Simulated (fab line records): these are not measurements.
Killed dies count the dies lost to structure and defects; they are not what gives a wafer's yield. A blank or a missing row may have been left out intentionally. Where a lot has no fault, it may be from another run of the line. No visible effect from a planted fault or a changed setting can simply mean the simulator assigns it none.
Which of the tools did it? -- flow nandHarc -- 24 lots with 72 wafers sampled at 4 steps, on a route of 1302 steps

## WHAT THE GAUGES READ, wafer by wafer
NHARC_A_CONTACT_INSPECT_23. Usual: rawDefectCount at 534, with a standard deviation of 140.
lot,measured,on,rawDefectCount,flag
L074,day 22 13:43,defectInspect-01,403 438 486,
L075,day 22 14:34,defectInspect-02,904 469 586,
L077,day 23 03:32,defectInspect-01,737 537 489,
L076,day 23 05:11,defectInspect-01,559 500 561,
L078,day 23 18:04,defectInspect-02,605 1249 785,
L080,day 24 02:22,defectInspect-02,574 887 541,
L081,day 25 05:20,defectInspect-02,609 491 449,
L079,day 25 06:13,defectInspect-01,669 553 651,
L082,day 25 21:58,defectInspect-02,563 479 647,
L083,day 25 23:37,defectInspect-02,365 454 373,
L084,day 26 21:33,defectInspect-01,430 378 358,
L085,day 27 14:20,defectInspect-01,532 542 490,
L087,day 27 15:33,defectInspect-02,557 470 650,
L086,day 27 22:49,defectInspect-02,593 631 528,
L089,day 28 11:53,defectInspect-01,405 561 493,
L088,day 28 15:08,defectInspect-01,692 522 641,
L091,day 29 05:03,defectInspect-01,413 519 627,
L090,day 29 10:29,defectInspect-02,729 733 727,
L092,day 29 17:40,defectInspect-01,681 428 497,
L093,day 29 22:16,defectInspect-01,589 472 559,
L095,day 30 21:49,defectInspect-02,418 506 499,
L094,day 30 23:31,defectInspect-02,534 389 498,
L097,day 31 06:40,defectInspect-02,386 433 394,
L096,day 31 14:42,defectInspect-02,536 669 538,

NHARC_A_M0_INSPECT_27. Usual: rawDefectCount at 535, with a standard deviation of 140.
lot,measured,on,rawDefectCount,flag
L074,day 22 20:59,defectInspect-02,412 663 480,
L075,day 22 21:44,defectInspect-01,490 713 628,
L077,day 23 10:38,defectInspect-01,734 1041 754,
L076,day 23 12:32,defectInspect-02,634 625 827,
L078,day 24 01:32,defectInspect-01,457 636 556,
L080,day 24 09:48,defectInspect-02,343 529 483,
L081,day 25 12:31,defectInspect-01,577 776 719,
L079,day 25 13:29,defectInspect-01,528 519 445,
L082,day 26 05:08,defectInspect-02,487 413 585,
L083,day 26 06:41,defectInspect-02,494 511 437,
L084,day 27 04:46,defectInspect-02,407 418 597,
L085,day 27 21:33,defectInspect-02,574 441 492,
L087,day 27 22:38,defectInspect-01,601 508 542,
L086,day 28 06:04,defectInspect-01,493 627 557,
L089,day 28 23:29,defectInspect-01,436 358 396,
L088,day 28 23:32,defectInspect-02,728 435 464,
L091,day 29 12:18,defectInspect-01,515 338 460,
L090,day 29 17:26,defectInspect-01,701 879 769,
L092,day 30 00:45,defectInspect-02,406 374 581,
L093,day 30 05:21,defectInspect-01,399 435 591,
L095,day 31 05:10,defectInspect-02,444 400 532,
L094,day 31 06:35,defectInspect-01,380 312 343,
L097,day 31 13:52,defectInspect-01,691 451 600,
L096,day 31 21:46,defectInspect-01,543 376 515,

## TOOL THAT RAN EACH LOT (tool first, then ch and the chambers of the sampled wafers, then the start)
lot,NHARC_A_CONTACT_ETCH_92,NHARC_A_BLC_ETCH_17
L074,"rieDiel-10 ch 0,2, day 22 11:05","rieDiel-01 ch 1,2, day 22 20:59 or earlier"
L075,"rieDiel-10 ch 0,1,3, day 22 11:55","rieDiel-12 ch 0,2, day 22 21:44 or earlier"
L077,"rieDiel-09 ch 0,1,2, day 23 00:53","rieDiel-01 ch 0,3, day 23 10:38 or earlier"
L076,"rieDiel-09 ch 0,1,3, day 23 02:28","rieDiel-12 ch 1,2,3, day 23 12:32 or earlier"
L078,"rieDiel-11 ch 1,2,3, day 23 15:25","rieDiel-12 ch 0,1,3, day 24 01:32 or earlier"
L080,"rieDiel-11 ch 0,2,3, day 23 23:42","rieDiel-01 ch 0,1,3, day 24 09:48 or earlier"
L081,"rieDiel-11 ch 1,2,3, day 25 02:31","rieDiel-01 ch 0,1,3, day 25 12:31 or earlier"
L079,"rieDiel-09 ch 0,1, day 25 03:20","rieDiel-12 ch 1,3, day 25 13:29 or earlier"
L082,"rieDiel-11 ch 1,3, day 25 19:21","rieDiel-01 ch 1,2, day 26 05:08 or earlier"
L083,"rieDiel-09 ch 0,2,3, day 25 20:57","rieDiel-01 ch 0,2,3, day 26 06:41 or earlier"
L084,"rieDiel-10 ch 1,2, day 26 18:55","rieDiel-01 ch 2,3, day 27 04:46 or earlier"
L085,"rieDiel-09 ch 1,3, day 27 11:32","rieDiel-12 ch 0,1,3, day 27 21:33 or earlier"
L087,"rieDiel-10 ch 1,3, day 27 12:55","rieDiel-12 ch 2,3, day 27 22:38 or earlier"
L086,"rieDiel-11 ch 0,2, day 27 20:11","rieDiel-12 ch 0,1,2, day 28 06:04 or earlier"
L089,"rieDiel-11 ch 0,3, day 28 09:01","rieDiel-12 ch 0,2,3, day 28 23:29 or earlier"
L088,"rieDiel-11 ch 0,3, day 28 12:29","rieDiel-01 ch 0,1,3, day 28 23:32 or earlier"
L091,"rieDiel-11 ch 1,2,3, day 29 02:24","rieDiel-12 ch 0,1,2, day 29 12:18 or earlier"
L090,"rieDiel-11 ch 0,1, day 29 06:54","rieDiel-12 ch 0,2,3, day 29 17:26 or earlier"
L092,"rieDiel-11 ch 0,1,2, day 29 15:01","rieDiel-01 ch 0,1, day 30 00:45 or earlier"
L093,"rieDiel-10 ch 1,3, day 29 19:35","rieDiel-01 ch 1,2,3, day 30 05:21 or earlier"
L095,"rieDiel-11 ch 0,1,2, day 30 19:07","rieDiel-01 ch 0,2,3, day 31 05:10 or earlier"
L094,"rieDiel-11 ch 1,2,3, day 30 20:21","rieDiel-01 ch 0,2, day 31 06:35 or earlier"
L097,"rieDiel-11 ch 0,1,2, day 31 04:03","rieDiel-01 ch 0,1,2, day 31 13:52 or earlier"
L096,"rieDiel-11 ch 1,2,3, day 31 12:03","rieDiel-12 ch 1,2, day 31 21:46 or earlier"
- NHARC_A_CONTACT_ETCH_92: etches the open film in CH3F/O2, target depth 40 nm, time 85.7 s.
- NHARC_A_BLC_ETCH_17: etches the open film in N2/H2, target depth 390 nm, time 609.38 s.

## AS READ BY THE TOOLS THEMSELVES (means over the sampled wafers that have a number; for cases with no such wafer, the mark the record gives instead)
NHARC_A_CONTACT_ETCH_92. Usual: drypumpMotorCurrentA 5.8 A, standard deviation 0.36; oesProductAu 0.94 a.u., standard deviation 0.031; rfVppV 244.2 V, standard deviation 1.3; showerheadPlenumPTorr 2.45 Torr, standard deviation 0.072; throttleValvePct 20.664 %, standard deviation 0.009.
lot,tool,drypumpMotorCurrentA (A),oesProductAu (a.u.),rfVppV (V),showerheadPlenumPTorr (Torr),throttleValvePct (%),flag
L074,rieDiel-10,5.7,0.93,243.9,2.40,20.665,
L075,rieDiel-10,5.6,0.91,243.8,2.42,20.658,
L077,rieDiel-09,6.1,1.00,242.6,2.37,20.662,
L076,rieDiel-09,6.0,0.95,243.3,2.42,20.666,
L078,rieDiel-11,5.9,0.93,245.2,2.53,20.666,
L080,rieDiel-11,5.8,0.97,245.3,2.50,20.666,
L081,rieDiel-11,5.8,0.93,245.9,2.52,20.675,
L079,rieDiel-09,6.2,1.00,243.2,2.39,20.661,
L082,rieDiel-11,6.1,0.92,244.8,2.52,20.667,
L083,rieDiel-09,6.0,0.92,244.2,2.38,20.660,
L084,rieDiel-10,5.5,0.91,244.3,2.42,20.672,
L085,rieDiel-09,6.1,0.92,243.4,2.39,20.660,
L087,rieDiel-10,5.4,0.92,243.9,2.44,20.668,
L086,rieDiel-11,5.5,0.92,244.4,2.47,20.661,
L089,rieDiel-11,5.9,0.94,244.0,2.46,20.663,
L088,rieDiel-11,6.1,0.93,244.4,2.51,20.662,
L091,rieDiel-11,5.9,0.94,244.7,2.52,20.658,
L090,rieDiel-11,5.9,0.99,244.3,2.46,20.653,
L092,rieDiel-11,5.7,0.93,244.1,2.46,20.666,
L093,rieDiel-10,5.8,0.91,243.1,2.41,20.652,
L095,rieDiel-11,5.7,0.92,244.3,2.46,20.665,
L094,rieDiel-11,5.9,0.92,244.6,2.52,20.679,
L097,rieDiel-11,5.7,0.92,244.6,2.46,20.659,
L096,rieDiel-11,5.8,1.00,245.4,2.51,20.661,

NHARC_A_BLC_ETCH_17. Usual: drypumpMotorCurrentA 5.8 A, standard deviation 0.46; oesProductAu 1.004 a.u., standard deviation 0.014; rfVppV 429.1 V, standard deviation 1.8; showerheadPlenumPTorr 1.99 Torr, standard deviation 0.057; throttleValvePct 14.172 %, standard deviation 0.0087.
lot,tool,drypumpMotorCurrentA (A),oesProductAu (a.u.),rfVppV (V),showerheadPlenumPTorr (Torr),throttleValvePct (%),flag
L074,rieDiel-01,6.3,0.989,429.8,2.01,14.177,
L075,rieDiel-12,5.3,1.012,428.4,1.98,14.167,
L077,rieDiel-01,5.8,1.006,430.7,2.04,14.164,
L076,rieDiel-12,5.4,1.013,428.8,1.97,14.171,
L078,rieDiel-12,5.4,1.015,427.4,1.93,14.162,
L080,rieDiel-01,6.1,1.013,429.2,2.04,14.166,
L081,rieDiel-01,6.1,1.016,430.5,2.04,14.173,
L079,rieDiel-12,5.4,1.021,428.4,1.95,14.167,
L082,rieDiel-01,6.5,0.996,429.8,2.03,14.172,
L083,rieDiel-01,6.0,1.010,430.1,2.01,14.171,
L084,rieDiel-01,5.8,1.005,430.4,2.04,14.179,
L085,rieDiel-12,5.4,0.999,427.4,1.93,14.164,
L087,rieDiel-12,5.5,1.002,428.1,1.96,14.175,
L086,rieDiel-12,5.3,0.989,427.9,1.95,14.175,
L089,rieDiel-12,5.4,1.002,427.1,1.94,14.171,
L088,rieDiel-01,6.1,1.003,430.6,2.04,14.172,
L091,rieDiel-12,5.3,0.990,428.7,1.95,14.177,
L090,rieDiel-12,5.4,1.006,427.6,1.94,14.167,
L092,rieDiel-01,6.5,0.995,430.2,2.03,14.170,
L093,rieDiel-01,6.1,0.996,431.2,2.03,14.170,
L095,rieDiel-01,6.0,1.007,429.7,2.01,14.174,
L094,rieDiel-01,6.2,1.001,428.7,1.98,14.168,
L097,rieDiel-01,6.3,0.995,429.3,2.00,14.175,
L096,rieDiel-12,5.4,1.000,429.9,1.99,14.171,

## THE ANSWER, worked out from the rows above alone
Rule: lot off if the mean of its wafers having a number is beyond 3 standard deviations from the usual mean. A lot without any number at a reading at which 4 lots or more have one is off too. Where the step has rows for the other lots, those lots are counted as sound. Order of review: gauges by route order, followed by the tools' own readings, for which a lot's mean as printed above is used. The first step at which some lot is off is used, and at that step the reading that is off furthest; a lot without a number counts as furthest.
None of the lots is off at any reading shown; this tells nothing.

## WHAT WAS PUT IN BY THE SIMULATOR
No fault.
